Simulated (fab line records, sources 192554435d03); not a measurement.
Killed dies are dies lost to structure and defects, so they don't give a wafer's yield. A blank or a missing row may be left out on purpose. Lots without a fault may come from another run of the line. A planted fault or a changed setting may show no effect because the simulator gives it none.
Chamber matching | flow n5_finfet | N5_BEOL_M6_STRIP_67 on rie_diel-06: 4 sister chambers
The step strips in CF4. 14 wafers are shown with their chamber, then 7 later ones without.

WAFERS WITH THEIR CHAMBER
wafer  | chamber | showerhead_plenum_p_Torr (Torr) | drypump_motor_current_A (A) | throttle_valve_pct (%)
L075.4 | 3       | 1.85                            | 6.4                         | 13.73
L075.5 | 2       | 1.77                            | 6.2                         | 13.49
L075.6 | 3       | 1.85                            | 6.5                         | 13.72
L079.1 | 1       | 1.91                            | 5.9                         | 13.16
L079.3 | 0       | 1.70                            | 4.9                         | 14.02
L079.6 | 0       | 1.70                            | 4.9                         | 14.02
L084.2 | 2       | 1.77                            | 6.2                         | 13.53
L084.3 | 0       | 1.70                            | 4.9                         | 14.05
L084.6 | 3       | 1.84                            | 6.5                         | 13.79
L085.2 | 3       | 1.84                            | 6.4                         | 13.77
L085.5 | 2       | 1.77                            | 6.2                         | 13.53
L085.6 | 3       | 1.84                            | 6.5                         | 13.78
L089.1 | 0       | 1.70                            | 4.9                         | 14.08
L089.4 | 2       | 1.77                            | 6.3                         | 13.55

SIGNATURES (means of the wafers above)
reading                  | chamber 0 | chamber 1 | chamber 2 | chamber 3 | scatter within a chamber
showerhead_plenum_p_Torr | 1.7000    | 1.9100    | 1.7700    | 1.8440    | 0.00346
drypump_motor_current_A  | 4.900     | 5.900     | 6.225     | 6.460     | 0.0442
throttle_valve_pct       | 14.0425   | 13.1600   | 13.5250   | 13.7580   | 0.0287
Rule: a wafer's distance from a chamber is the root of the sum, over the readings, of the square of ((its reading less the chamber's mean) divided by the reading's scatter). The wafer belongs to the nearest chamber; if the next one is less than 2 further off, it can't be placed. The scatter: the root of (the sum of the squares of (reading less its chamber's mean) over the shown wafers, divided by (wafers less chambers)).

WAFERS WITHOUT THEIR CHAMBER
wafer  | showerhead_plenum_p_Torr (Torr) | drypump_motor_current_A (A) | throttle_valve_pct (%)
L089.5 | 1.84                            | 6.4                         | 13.82
L091.2 | 1.69                            | 4.9                         | 14.08
L091.3 | 1.77                            | 6.2                         | 13.56
L091.6 | 1.84                            | 6.4                         | 13.80
L093.3 | 1.76                            | 6.2                         | 13.60
L093.4 | 1.76                            | 6.2                         | 13.61
L093.6 | 1.84                            | 6.4                         | 13.82

WHICH CHAMBER EACH WENT THROUGH
wafer  | from the rows above | in truth
L089.5 | 3                   | 3
L091.2 | 0                   | 0
L091.3 | 2                   | 2
L091.6 | 3                   | 3
L093.3 | 2                   | 2
L093.4 | 2                   | 2
L093.6 | 3                   | 3
Placed correctly: 7 of 7. Can't be placed from these rows: 0. Placed wrongly: 0.
